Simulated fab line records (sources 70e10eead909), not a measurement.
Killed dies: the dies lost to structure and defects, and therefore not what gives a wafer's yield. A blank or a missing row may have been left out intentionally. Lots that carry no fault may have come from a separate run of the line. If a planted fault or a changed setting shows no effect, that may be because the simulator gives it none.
Matching of chambers / flow nand-harc / rie-diel-09 running NHARC_A_CONTACT_ETCH_106: 4 sister chambers
The step etches the open film in CF4/O2, target depth 90 nm, overetch 9 nm, time 49.5 s. 4 wafers are shown with their chamber, then 9 later ones without.

## WAFERS WITH THEIR CHAMBER
wafer=L088.3; chamber=1; showerhead-plenum-p-Torr (Torr)=1.31
wafer=L089.4; chamber=0; showerhead-plenum-p-Torr (Torr)=1.41
wafer=L087.2; chamber=3; showerhead-plenum-p-Torr (Torr)=1.30
wafer=L087.6; chamber=2; showerhead-plenum-p-Torr (Torr)=1.44

## WAFERS MISSING THEIR CHAMBER
wafer=L090.2; showerhead-plenum-p-Torr (Torr)=1.30
wafer=L090.5; showerhead-plenum-p-Torr (Torr)=1.30
wafer=L090.6; showerhead-plenum-p-Torr (Torr)=1.41
wafer=L094.2; showerhead-plenum-p-Torr (Torr)=1.30
wafer=L094.4; showerhead-plenum-p-Torr (Torr)=1.29
wafer=L094.5; showerhead-plenum-p-Torr (Torr)=1.30
wafer=L095.1; showerhead-plenum-p-Torr (Torr)=1.29
wafer=L095.2; showerhead-plenum-p-Torr (Torr)=1.40
wafer=L095.5; showerhead-plenum-p-Torr (Torr)=1.30

## CHAMBER TAKEN BY EACH
wafer=L090.2; from the rows above=can't be placed: 3 or 1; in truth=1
wafer=L090.5; from the rows above=can't be placed: 3 or 1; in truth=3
wafer=L090.6; from the rows above=0; in truth=0
wafer=L094.2; from the rows above=can't be placed: 3 or 1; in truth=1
wafer=L094.4; from the rows above=can't be placed: 3 or 1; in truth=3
wafer=L094.5; from the rows above=can't be placed: 3 or 1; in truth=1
wafer=L095.1; from the rows above=can't be placed: 3 or 1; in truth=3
wafer=L095.2; from the rows above=0; in truth=0
wafer=L095.5; from the rows above=can't be placed: 3 or 1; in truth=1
2 of 9 placed correctly. Unplaceable from these rows: 7, with the true chamber sitting among the candidates in 7. Wrongly placed: 0.
How it was worked out, from the rows above alone: a wafer's distance from a chamber is the root of the sum, over the readings, of the square of ((its reading less the chamber's mean) divided by the reading's scatter). If the next closest chamber is less than 2 further off than the closest, the wafer can't be placed; otherwise it belongs to the closest. A chamber's mean is the mean of its shown wafers. The scatter (one wafer shown for each chamber): square how far every hidden wafer sits from the nearest shown wafer, average those squares and take the square root.
